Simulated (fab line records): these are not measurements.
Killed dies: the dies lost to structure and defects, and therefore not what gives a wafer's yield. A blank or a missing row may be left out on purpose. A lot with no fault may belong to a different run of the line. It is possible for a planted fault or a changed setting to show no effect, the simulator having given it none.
fab line records | flow n5-finfet
record lots=7 | wafers=18 | last-day=17
route steps=1938 shown BEOL_M10@1495 PASSIVATION@1936
lots that met no fault: from a run of the same line without faults
start-h: hours from the record's opening day to when the first of the lot's shown wafers began | wait-h: time in hours since the lot's previous step | " same as the row above | L1.1+2: a single row standing in for several wafers | - no value, or no start was given | * or withheld: withheld | < > ~ a bound
route shown NAME@n: names a module that has steps shown in the file, with the first one's number in the route | usual: mean and standard deviation over wafers with no fault | same: alike in all rows | chamber/n: place in a boat | sites: each site's reading | _std_site: how widely they spread, as a standard deviation | _edge_site: outer sites' mean less inner sites' | radius-mm: for every site, how far away it sits from the centre of the wafer | mask NAME#n: copy n | behind: tool/chamber where the wafer was last shaped | hold: what put the lot on hold/how long, in hours/how the hold closed | device: the transistor (n, p or np) that didn't switch | end of line: the same wafers' tests at the end of the route | for a step that has no rows: nothing shown but its recipe | killed: dies that structure and defects cost at the first sort, which is not the same as the wafer's yield | map: dies across one wafer; x = killed, . = not, _ = none there
set.NAME: the setting the step ran with; set.NAME@STEP: the setting that earlier step ran with | model.NAME: the simulator's own value behind a step, which no gauge read
certain route steps with their lots: each step a table, each wafer a row
services: a tool's chamber out of use, with start hour (start-h, from the record's first day; less than 0 if before it), hours out, and reason
## steps
# step N5_BEOL_M10_COAT_64
# recipe resist=SiARC | temp-c=220 | time-s=60 | spin-rpm=1500 | resist-thk-nm=30
# step N5_BEOL_M10_COAT_22
# recipe resist=CAR-ArF | spin-rpm=1500 | resist-thk-nm=90
# step N5_BEOL_M10_EBR_24
# recipe solvent=PGMEA | ebr-width-mm=1.5
# step N5_BEOL_M10_SOFTBAKE_23
# recipe temp-c=110 | time-s=60 | resist=CAR-ArF
# step N5_BEOL_M10_EXPOSE_25
# recipe mask-id=V9 | na=1.35 | source-shape=annular | sigma-inner=0.5 | sigma-outer=0.8 | polarization=unpolarized | dose-mj=85.5
# step N5_BEOL_M10_PEB_26
# recipe peb-temp-c=withheld | peb-time-s=60 | resist=CAR-ArF
# step N5_BEOL_M10_DEVELOP_27
# recipe develop-time-s=30 | developer=TMAH | resist=CAR-ArF | rinse-liquid=diw | dry=air-spin | dev-temp-c=23
# step N5_BEOL_M10_CD_MEAS_28
# recipe target-cd-nm=70 | landing-energy-ev=500 | detector=se-inlens | polarity=opening
# usual cd-nm=69.4/1.3
lot.wafer | tool      | chamber | start-h | wait-h | cd-nm
L958.3    | cd-sem-02 | 0       | 222.40  | -      | 69.2
L958.5    | "         | 0       | "       | "      | 68.0
L958.6    | "         | 0       | "       | "      | 68.5
L960.1    | cd-sem-03 | 0       | 237.04  | -      | 70.8
L960.4    | "         | 0       | "       | "      | 69.0
L960.6    | "         | 0       | "       | "      | 69.4
L964.3    | cd-sem-01 | 0       | 256.39  | -      | 69.8
L964.5    | "         | 0       | "       | "      | 69.4
L967.2    | cd-sem-03 | 0       | 277.27  | -      | 70.2
L967.3    | "         | 0       | "       | "      | 68.2
L969.2    | cd-sem-01 | 0       | 295.76  | -      | 70.2
L969.3    | "         | 0       | "       | "      | 70.4
L972.1    | cd-sem-03 | 0       | 315.49  | -      | 69.7
L972.2    | "         | 0       | "       | "      | 70.0
L972.3    | "         | 0       | "       | "      | 68.9
L979.1    | cd-sem-02 | 0       | 354.25  | -      | 71.0
L979.5    | "         | 0       | "       | "      | 71.4
L979.6    | "         | 0       | "       | "      | 71.7
# step N5_BEOL_M10_OVL_MEAS_29
# recipe points-per-wafer=44
# usual V9_OVL=0.6/0.66
lot.wafer | tool       | chamber | start-h | wait-h | V9_OVL[nm]
L958.3    | overlay-02 | 0       | 222.43  | 0.0    | 0.5
L958.5    | "          | 0       | "       | "      | 0.9
L958.6    | "          | 0       | "       | "      | 0.3
L960.1    | overlay-01 | 0       | 237.07  | 0.0    | 0.9
L960.4    | "          | 0       | "       | "      | 0.8
L960.6    | "          | 0       | "       | "      | 0.6
L964.3    | overlay-01 | 0       | 256.42  | 0.0    | 0.6
L964.5    | "          | 0       | "       | "      | -0.2
L967.2    | overlay-02 | 0       | 277.30  | 0.0    | 0.5
L967.3    | "          | 0       | "       | "      | 1.1
L969.2    | overlay-02 | 0       | 295.81  | 0.0    | 0.3
L969.3    | "          | 0       | "       | "      | 0.4
L972.1    | overlay-02 | 0       | 315.52  | 0.0    | -0.4
L972.2    | "          | 0       | "       | "      | -1.1
L972.3    | "          | 0       | "       | "      | 0.0
L979.1    | overlay-02 | 0       | 354.28  | 0.0    | -0.6
L979.5    | "          | 0       | "       | "      | 0.6
L979.6    | "          | 0       | "       | "      | 0.0
# step N5_BEOL_M10_INSPECT_30
# recipe mode=adi | inspect-instrument=brightfield
# usual raw-defect-count=416/100
lot.wafer | tool              | chamber | start-h | wait-h | raw-defect-count
L958.3    | defect-inspect-01 | -       | 222.45  | 0.0    | 306
L958.5    | "                 | -       | "       | "      | 478
L958.6    | "                 | -       | "       | "      | 324
L960.1    | defect-inspect-02 | -       | 237.09  | 0.0    | 361
L960.4    | "                 | -       | "       | "      | 310
L960.6    | "                 | -       | "       | "      | 329
L964.3    | defect-inspect-01 | -       | 256.44  | 0.0    | 321
L964.5    | "                 | -       | "       | "      | 260
L967.2    | defect-inspect-02 | -       | 277.32  | 0.0    | 329
L967.3    | "                 | -       | "       | "      | 336
L969.2    | defect-inspect-01 | -       | 295.83  | 0.0    | 504
L969.3    | "                 | -       | "       | "      | 515
L972.1    | defect-inspect-02 | -       | 315.54  | 0.0    | 399
L972.2    | "                 | -       | "       | "      | 377
L972.3    | "                 | -       | "       | "      | 496
L979.1    | defect-inspect-01 | -       | 354.31  | 0.0    | 405
L979.5    | "                 | -       | "       | "      | 474
L979.6    | "                 | -       | "       | "      | 384
# step N5_BEOL_M10_DESCUM_33
# recipe chemistry=O2 | time-s=7.9 | source-power-w=50 | bias-power-w=20 | pressure-mtorr=20 | rf-frequency-hz=2.712e+07 | temp-c=40 | resist=CAR-ArF | o2-flow-sccm=225
# usual drypump-motor-current-A=5.6/0.46 | oes-product-au=0.78/0.088 | rf-vpp-V=243.4/1.6 | showerhead-plenum-p-Torr=2.11/0.084 | throttle-valve-pct=20.40/0.22
lot.wafer | tool        | chamber | start-h | wait-h | drypump-motor-current-A | oes-product-au | rf-hours-counter-h | rf-vpp-V | showerhead-plenum-p-Torr | throttle-valve-pct
L958.3    | rie-diel-03 | 0       | 222.99  | 0.5    | 6.3                     | 0.70           | 205                | 245.6    | 2.17                     | 20.78
L958.5    | "           | 3       | "       | "      | 5.6                     | 0.67           | -                  | 242.7    | 2.12                     | 20.68
L958.6    | "           | 0       | "       | "      | 6.2                     | 0.70           | -                  | 243.4    | 2.17                     | 20.78
L960.1    | rie-diel-01 | 3       | 237.30  | 0.2    | 5.7                     | 0.71           | 215                | 243.8    | 2.12                     | 20.26
L960.4    | "           | 2       | "       | "      | 5.0                     | 0.91           | 39                 | 246.2    | 2.21                     | 20.42
L960.6    | "           | 0       | "       | "      | 6.5                     | 0.81           | -                  | 243.6    | 2.15                     | 20.48
L964.3    | rie-diel-01 | 1       | 256.52  | 0.1    | 5.8                     | 0.68           | 235                | 241.6    | 1.99                     | 20.52
L964.5    | "           | 2       | "       | "      | 5.1                     | 0.89           | -                  | 244.2    | 2.21                     | 20.45
L967.2    | rie-diel-01 | 1       | 277.37  | 0.0    | 5.7                     | 0.67           | 242                | 241.2    | 1.99                     | 20.53
L967.3    | "           | 2       | "       | "      | 5.0                     | 0.87           | 54                 | 245.1    | 2.21                     | 20.46
L969.2    | rie-diel-01 | 1       | 296.50  | 0.7    | 5.8                     | 0.68           | 248                | 240.3    | 1.99                     | 20.54
L969.3    | "           | 2       | "       | "      | 5.0                     | 0.87           | 61                 | 244.2    | 2.20                     | 20.46
L972.1    | rie-diel-03 | 2       | 315.77  | 0.2    | 6.0                     | 0.71           | 213                | 242.5    | 1.97                     | 20.42
L972.2    | "           | 1       | "       | "      | 5.2                     | 0.81           | 113                | 245.6    | 2.19                     | 20.15
L972.3    | "           | 3       | "       | "      | 5.6                     | 0.97           | 6                  | 244.2    | 2.11                     | 20.29
L979.1    | rie-diel-01 | 3       | 354.69  | 0.4    | 5.7                     | 0.96           | 2                  | 244.5    | 2.11                     | 19.90
L979.5    | "           | 2       | "       | "      | 5.0                     | 0.83           | -                  | 245.4    | 2.19                     | 20.50
L979.6    | "           | 3       | "       | "      | 5.7                     | 0.96           | -                  | 243.8    | 2.11                     | 19.89
# step N5_BEOL_M10_ETCH_65
# recipe chemistry=CF4 | target=SiARC | target-depth-a=390 | mask-material=CAR-ArF | time-s=65 | ion-energy-ev=80 | pressure-mtorr=40 | source-w=545 | bias-w=36 | Ar_flow_sccm=100 | cf4-flow-sccm=100 | ends=cleared
# usual drypump-motor-current-A=5.6/0.46 | etch-rf-on-time-s=64.1/2.2 | oes-product-au=0.67/0.075 | rf-vpp-V=184.4/1.3 | showerhead-plenum-p-Torr=2.18/0.091 | throttle-valve-pct=15.68/0.22
lot.wafer | tool        | chamber | start-h | wait-h | drypump-motor-current-A | etch-rf-on-time-s | oes-product-au | rf-hours-counter-h | rf-vpp-V | showerhead-plenum-p-Torr | throttle-valve-pct
L958.3    | rie-diel-03 | 0       | 223.03  | 0.0    | 6.3                     | 68.0              | 0.59           | 205                | 184.8    | 2.21                     | 15.94
L958.5    | "           | 3       | "       | "      | 5.6                     | 67.5              | 0.57           | -                  | 183.1    | 2.22                     | 16.22
L958.6    | "           | 0       | "       | "      | 6.3                     | 67.2              | 0.60           | -                  | 185.8    | 2.21                     | 15.94
L960.1    | rie-diel-01 | 3       | 237.33  | 0.0    | 5.7                     | 65.1              | 0.61           | 215                | 185.1    | 2.20                     | 15.68
L960.4    | "           | 2       | "       | "      | 5.1                     | 65.1              | 0.77           | 39                 | 185.4    | 2.28                     | 15.71
L960.6    | "           | 0       | "       | "      | 6.5                     | 63.1              | 0.69           | -                  | 183.4    | 2.17                     | 15.44
L964.3    | rie-diel-01 | 1       | 256.55  | 0.0    | 5.8                     | 65.0              | 0.59           | 235                | 184.1    | 2.03                     | 15.68
L964.5    | "           | 2       | "       | "      | 5.0                     | 64.3              | 0.76           | -                  | 184.0    | 2.28                     | 15.70
L967.2    | rie-diel-01 | 1       | 277.40  | 0.0    | 5.7                     | 65.6              | 0.58           | 242                | 181.9    | 2.03                     | 15.69
L967.3    | "           | 2       | "       | "      | 5.1                     | 65.2              | 0.74           | 54                 | 186.7    | 2.28                     | 15.73
L969.2    | rie-diel-01 | 1       | 296.53  | 0.0    | 5.8                     | 65.7              | 0.58           | 248                | 181.9    | 2.03                     | 15.70
L969.3    | "           | 2       | "       | "      | 5.1                     | 64.0              | 0.74           | 61                 | 186.2    | 2.27                     | 15.73
L972.1    | rie-diel-03 | 2       | 315.81  | 0.0    | 6.0                     | 63.7              | 0.62           | 213                | 182.7    | 2.03                     | 15.71
L972.2    | "           | 1       | "       | "      | 5.2                     | 62.1              | 0.70           | 113                | 185.9    | 2.26                     | 15.55
L972.3    | "           | 3       | "       | "      | 5.6                     | 64.7              | 0.82           | 6                  | 184.9    | 2.21                     | 15.76
L979.1    | rie-diel-01 | 3       | 354.73  | 0.0    | 5.7                     | 63.8              | 0.83           | 2                  | 183.8    | 2.19                     | 15.26
L979.5    | "           | 2       | "       | "      | 5.1                     | 65.4              | 0.72           | -                  | 185.5    | 2.27                     | 15.78
L979.6    | "           | 3       | "       | "      | 5.7                     | 64.0              | 0.82           | -                  | 186.5    | 2.19                     | 15.26
# step N5_BEOL_M10_ETCH_66
# recipe chemistry=N2/H2 | target=SOC | target-depth-a=1200 | overetch-a=240 | mask-material=SiARC | temp-c=40 | time-s=180 | ion-energy-ev=200 | pressure-mtorr=30 | source-w=840 | bias-w=150 | n2-flow-sccm=200 | h2-flow-sccm=200
# usual drypump-motor-current-A=5.6/0.46 | oes-product-au=0.63/0.069 | rf-vpp-V=525/3.2 | showerhead-plenum-p-Torr=2.58/0.11 | throttle-valve-pct=17.89/0.28
lot.wafer | tool        | chamber | start-h | wait-h | drypump-motor-current-A | oes-product-au | rf-hours-counter-h | rf-vpp-V | showerhead-plenum-p-Torr | throttle-valve-pct | model.SiARC_of_BEOL_M10_COAT_64.thk-nm
L958.3    | rie-diel-03 | 0       | 223.08  | 0.0    | 6.3                     | 0.57           | 205                | 526      | 2.64                     | 18.30              | 23
L958.5    | "           | 3       | "       | "      | 5.6                     | 0.55           | -                  | 527      | 2.60                     | 18.22              | 22.6
L958.6    | "           | 0       | "       | "      | 6.3                     | 0.57           | -                  | 526      | 2.64                     | 18.29              | 23
L960.1    | rie-diel-01 | 3       | 237.38  | 0.0    | 5.7                     | 0.58           | 215                | 525      | 2.67                     | 18.17              | 22.2
L960.4    | "           | 2       | "       | "      | 5.1                     | 0.73           | 39                 | 528      | 2.72                     | 18.04              | 22.8
L960.6    | "           | 0       | "       | "      | 6.5                     | 0.64           | -                  | 524      | 2.58                     | 17.68              | 22.6
L964.3    | rie-diel-01 | 1       | 256.60  | 0.0    | 5.7                     | 0.56           | 235                | 518      | 2.41                     | 17.97              | 24.8
L964.5    | "           | 2       | "       | "      | 5.0                     | 0.71           | -                  | 527      | 2.71                     | 18.03              | 22.8
L967.2    | rie-diel-01 | 1       | 277.45  | 0.0    | 5.7                     | 0.56           | 242                | 521      | 2.41                     | 17.99              | 22.8
L967.3    | "           | 2       | "       | "      | 5.0                     | 0.72           | 54                 | 529      | 2.71                     | 18.06              | 24.8
L969.2    | rie-diel-01 | 1       | 296.58  | 0.0    | 5.7                     | 0.56           | 248                | 520      | 2.41                     | 17.99              | 22.8
L969.3    | "           | 2       | "       | "      | 5.1                     | 0.70           | 61                 | 529      | 2.71                     | 18.07              | 24.8
L972.1    | rie-diel-03 | 2       | 315.86  | 0.0    | 6.0                     | 0.58           | 213                | 521      | 2.40                     | 17.78              | 22.4
L972.2    | "           | 1       | "       | "      | 5.2                     | 0.64           | 113                | 527      | 2.65                     | 17.42              | 22.2
L972.3    | "           | 3       | "       | "      | 5.6                     | 0.77           | 7                  | 526      | 2.59                     | 17.79              | 22.6
L979.1    | rie-diel-01 | 3       | 354.78  | 0.0    | 5.7                     | 0.78           | 2                  | 525      | 2.65                     | 17.77              | 22
L979.5    | "           | 2       | "       | "      | 5.1                     | 0.67           | -                  | 527      | 2.70                     | 18.11              | 22.6
L979.6    | "           | 3       | "       | "      | 5.7                     | 0.77           | -                  | 527      | 2.65                     | 17.75              | 22.2
# step N5_BEOL_M10_STRIP_69
# recipe chemistry=N2/H2 | temp-c=40 | n2-flow-sccm=200 | h2-flow-sccm=200 | rf-frequency-hz=6e+07
# step N5_PASSIVATION_PROBE_49
# usual defect-limited-yield=91.4/1.6 | killed_at_M0_to_M3=31/11 | killed_at_M4_up=14/5.7 | killed-at-contacts=12/6 | killed-at-front-end=41/13 | killed-at-other=3.3/2.8 | killed-dies=101/19 | killed-open=67/14 | killed-short=33/8.2 | sort_bin_4_leakage=0.0/0.37 | sort_bin_5_function=5.0/1.1 | sort_bin_6_memory=3.3/0.74 | sort_bin_8_speed=0.0/0.36 | sort-n-pass=1078/20 | sort-yield-pct=91.3/1.7
# same gross-dies=1180 | killed-at-back-side=0
lot.wafer | tool      | chamber | start-h | wait-h | defect-limited-yield[%] | killed_at_M0_to_M3 | killed_at_M4_up | killed-at-contacts | killed-at-front-end | killed-at-other | killed-dies | killed-open | killed-short | sort_bin_4_leakage[%] | sort_bin_5_function[%] | sort_bin_6_memory[%] | sort_bin_8_speed[%] | sort-n-pass | sort-yield-pct[%]
L964.3    | prober-01 | -       | 307.78  | 0.1    | 88.6                    | 46                 | 14              | 20                 | 47                  | 7               | 134         | 95          | 35           | 0                     | 5.6                    | 5.3                  | 0                   | 1046        | 88.6
L964.5    | prober-01 | -       | 307.88  | 0.2    | 90.3                    | 49                 | 13              | 15                 | 35                  | 2               | 114         | 70          | 42           | 0.2                   | 5.5                    | 3.6                  | 0                   | 1064        | 90.2
L967.3    | prober-02 | -       | 328.55  | 0.1    | 88.5                    | 60                 | 25              | 13                 | 37                  | 1               | 136         | 98          | 31           | 0                     | 7.2                    | 4.1                  | 0                   | 1044        | 88.5
L969.3    | prober-01 | -       | 354.87  | 0.1    | 91.8                    | 23                 | 23              | 10                 | 32                  | 9               | 97          | 60          | 31           | 0                     | 4.9                    | 2.9                  | 0                   | 1083        | 91.8
L972.1    | prober-02 | -       | 368.38  | 0.0    | 91.0                    | 34                 | 21              | 20                 | 31                  | 0               | 106         | 73          | 30           | 0                     | 5.7                    | 3.1                  | 0                   | 1074        | 91.0
L972.2    | prober-02 | -       | 368.43  | 0.1    | 92.6                    | 33                 | 12              | 12                 | 24                  | 6               | 87          | 62          | 25           | 0                     | 4.8                    | 2.2                  | 0                   | 1093        | 92.6
L972.3    | prober-02 | -       | 368.48  | 0.1    | 91.9                    | 24                 | 19              | 17                 | 35                  | 1               | 96          | 72          | 24           | 0                     | 4.7                    | 3.4                  | 0                   | 1084        | 91.9
# killed by level:class
L964.3 MOL_CONTACT_COAG:geometric-particle:open=17 FIN_SAQP:geometric-particle:open=13 FIN_SAQP:geometric-particle:short=11 BEOL_M2:geometric-particle:open=11 BEOL_M0_SAQP:geometric-particle:open=9 BEOL_M3:geometric-particle:open=9 STI_FIN_REVEAL:geometric-particle:open=6 DUMMY_GATE:geometric-particle:open=5
L964.5 BEOL_M0_SAQP:geometric-particle:short=14 MOL_CONTACT_COAG:geometric-particle:open=12 BEOL_M0_SAQP:geometric-particle:open=11 BEOL_M3:geometric-particle:open=7 FIN_SAQP:geometric-particle:short=6 FIN_SAQP:geometric-particle:open=6 GATE_CUT:geometric-particle:short=5 BEOL_M2:geometric-particle:open=5
L967.3 FIN_SAQP:geometric-particle:open=18 BEOL_M1:geometric-particle:open=12 MOL_CONTACT_COAG:geometric-particle:open=11 BEOL_M0_SAQP:geometric-particle:open=10 BEOL_M2:geometric-particle:open=10 BEOL_M3:geometric-particle:open=8 BEOL_M0_SAQP:geometric-particle:short=6 BEOL_M1:geometric-particle:short=6
L969.3 BEOL_M4:geometric-particle:open=12 BEOL_M3:geometric-particle:open=9 FIN_SAQP:geometric-particle:short=7 STI_FIN_REVEAL:geometric-particle:open=7 MOL_CONTACT_COAG:geometric-particle:open=7 BEOL_M1:geometric-particle:open=5 FIN_SAQP:geometric-particle:open=4 MIM_TOP_ETCH:geometric-particle:short=4
L972.1 BEOL_M4:geometric-particle:open=17 MOL_CONTACT_COAG:geometric-particle:open=16 DUMMY_GATE:geometric-particle:open=8 BEOL_M0_SAQP:geometric-particle:open=6 BEOL_M3:geometric-particle:open=6 BEOL_M1:geometric-particle:open=6 ILD0:geometric-particle:short=4 BEOL_M1:geometric-particle:short=4
L972.2 MOL_CONTACT_COAG:geometric-particle:open=9 BEOL_M3:geometric-particle:open=8 BEOL_M4:geometric-particle:open=8 BEOL_M0_SAQP:geometric-particle:short=7 STARTING-WAFER:geometric-particle:open=7 BEOL_M1:geometric-particle:open=5 BEOL_M2:geometric-particle:open=5 BEOL_M0_SAQP:geometric-particle:open=4
L972.3 MOL_CONTACT_COAG:geometric-particle:open=14 STI_FIN_REVEAL:geometric-particle:open=8 BEOL_M0_SAQP:geometric-particle:open=8 BEOL_M4:geometric-particle:open=7 FIN_SAQP:geometric-particle:short=6 DUMMY_GATE:geometric-particle:open=6 BEOL_M1:geometric-particle:open=5 BEOL_M5:geometric-particle:open=5
## services
tool        | chamber | start-h | hours | kind
rie-diel-03 | 3       | 280.33  | -     | clean
rie-diel-03 | 3       | 280.33  | -     | consumable-replace:focus-ring
rie-diel-03 | 3       | 280.33  | 19.1  | scheduled-down
rie-diel-03 | 3       | 280.33  | 19.1  | vent-cycle
rie-diel-01 | 2       | 299.64  | 2.8   | repair
rie-diel-01 | 1       | 302.48  | -     | clean
rie-diel-01 | 1       | 302.48  | -     | consumable-replace:focus-ring
rie-diel-01 | 1       | 302.48  | -     | consumable-replace:showerhead
rie-diel-01 | 1       | 302.48  | 17.3  | scheduled-down
rie-diel-01 | 1       | 302.48  | 17.3  | vent-cycle
rie-diel-01 | 3       | 329.51  | -     | clean
rie-diel-01 | 3       | 329.51  | -     | consumable-replace:focus-ring
rie-diel-01 | 3       | 329.51  | 22.1  | scheduled-down
rie-diel-01 | 3       | 329.51  | 22.1  | vent-cycle
rie-diel-03 | 0       | 334.66  | -     | clean
rie-diel-03 | 0       | 334.66  | -     | consumable-replace:focus-ring
rie-diel-03 | 0       | 334.66  | 15.4  | scheduled-down
rie-diel-03 | 0       | 334.66  | 15.4  | vent-cycle
## key
first-sign none at tools or gauges
model-effect step=N5_BEOL_M10_ETCH_66 | value=SiARC_of_BEOL_M10_COAT_64.thk-nm | without=22.73 | struck=24.8
met-at N5_BEOL_M10_ETCH_66
struck-wafers L964.3,L967.3,L969.3
onset-between 237.38 256.60
fault kind=process-parameter-drift | tool=rie-diel-01 | chamber=- | onset-h=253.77 | steps=N5_BEOL_M10_ETCH_66 | channel=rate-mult | offset=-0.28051 | shape=step | end-h=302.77 | scope=struck-wafers-only
